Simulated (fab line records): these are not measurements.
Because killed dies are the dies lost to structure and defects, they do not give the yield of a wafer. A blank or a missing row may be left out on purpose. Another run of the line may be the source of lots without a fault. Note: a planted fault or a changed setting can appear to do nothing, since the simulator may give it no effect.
2 desks looking at one fault :: flow n5-finfet :: only its own numbers are on each desk; what lay behind them is given at the end

AT THE TOOL OWNER'S DESK: ald-sin-02
The tool's own readings at N5_MOL_CONTACT_COAG_ALD_27 (deposits SiOC, target thk 17 nm, pulse time 1.5 s, time 2720 s): means of the sampled wafers that have a number, for each lot that ran on this tool. If a lot's mean is further than 4 standard deviations from the usual mean, the lot is out of limits and carries the mark OUT (the distance appears in the brackets).
Columns: A = heater-power-w at N5_MOL_CONTACT_COAG_ALD_27, usual 824 W; B = precursor-pulse-height-rel at N5_MOL_CONTACT_COAG_ALD_27, usual 0.999; C = run-length-s at N5_MOL_CONTACT_COAG_ALD_27, usual 2769.9 s
lot: L312
first seen here: day 5 22:38
A: 796
B: 0.988
C: 2770.6

lot: L317
first seen here: day 7 11:46
A: 795
B: 0.991
C: 2770.6

lot: L324
first seen here: day 8 23:57
A: 776
B: 0.992
C: 3598.7 (+99 or more) OUT

lot: L326
first seen here: day 9 12:28
A: 803
B: 0.984
C: 3322.6 (+99 or more) OUT

lot: L328
first seen here: day 9 21:58
A: 780
B: 0.986
C: 4426.7 (+99 or more) OUT
This desk's finding: out of limits on L324, L326, L328; first on L324, day 8 23:57 (run-length-s at N5_MOL_CONTACT_COAG_ALD_27). L312, L317 stayed within limits.

THE METROLOGY DESK
What the gauges read for every lot (on any tool): the sampled wafers with a number, averaged. If a lot's mean is further than 4 standard deviations from the usual mean, the lot is out of limits and carries the mark OUT (the distance appears in the brackets). 7 of its 10 readings are shown, namely those furthest out on some lot.
Columns: A = DIBL_N at N5_BEOL_M4_RC_MEAS_101, usual 36.3 mV/V; B = DIBL_P at N5_BEOL_M4_RC_MEAS_101, usual 36.3 mV/V; C = IOFF_N at N5_BEOL_M4_RC_MEAS_101, usual 0.155 nA/um; D = IOFF_P at N5_BEOL_M4_RC_MEAS_101, usual 0.211 nA/um; E = ION_P at N5_BEOL_M4_RC_MEAS_101, usual 462 uA/um; F = VT_N at N5_BEOL_M4_RC_MEAS_101, usual 249.9 mV; G = VT_P at N5_BEOL_M4_RC_MEAS_101, usual -249.8 mV
lot: L312
first seen here: day 10 22:22
A: 36.5
B: 36.3
C: 0.158
D: 0.238
E: 469
F: 249.2
G: -246.7

lot: L314
first seen here: day 11 17:12
A: 37.6
B: 36.5
C: 0.161
D: 0.201
E: 455
F: 248.8
G: -253.1

lot: L317
first seen here: day 13 23:12
A: 35.6
B: 35.8
C: 0.135
D: 0.162
E: 454
F: 253.3
G: -255.2

lot: L320
first seen here: day 14 23:47
A: 35.6
B: 34.6
C: 0.153
D: 0.197
E: 456
F: 249.0
G: -250.9

lot: L324
first seen here: day 15 15:35
A: 35.5
B: 36.9
C: 0.144
D: 0.208
E: 462
F: 253.1
G: -250.7

lot: L331
first seen here: day 16 04:41
A: 37.7
B: 36.3
C: 0.176
D: 0.238
E: 464
F: 248.5
G: -247.5

lot: L326
first seen here: day 17 01:21
A: 37.6
B: 36.2
C: 0.160
D: 0.215
E: 461
F: 249.6
G: -249.2

lot: L328
first seen here: day 17 06:41
A: 38.5
B: 39.0
C: 0.200
D: 0.268
E: 475
F: 244.6
G: -245.9

lot: L330
first seen here: day 17 17:07
A: 36.0
B: 35.0
C: 0.158
D: 0.205
E: 460
F: 249.1
G: -249.5
This desk's finding: nothing out of limits on any of the 9 lots.

BROUGHT TOGETHER
The tool owner's desk had the chance to raise an alarm at day 8 23:57 on L324, L326, L328.
From the metrology desk's view, nothing was out of limits.
The metrology desk has L324, L326, L328 on record, within its limits.
All the named lots went through N5_MOL_CONTACT_COAG_ALD_27 on ald-sin-02.

WHAT HAD BEEN PUT IN BY THE SIMULATOR
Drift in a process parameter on ald-sin-02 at N5_MOL_CONTACT_COAG_ALD_27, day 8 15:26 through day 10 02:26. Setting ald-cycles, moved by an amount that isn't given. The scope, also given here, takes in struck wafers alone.
Struck lots among those shown: L324, L326, L328.
Each desk's first reading out of limits, in hours after the fault started: the tool owner's desk, 9.
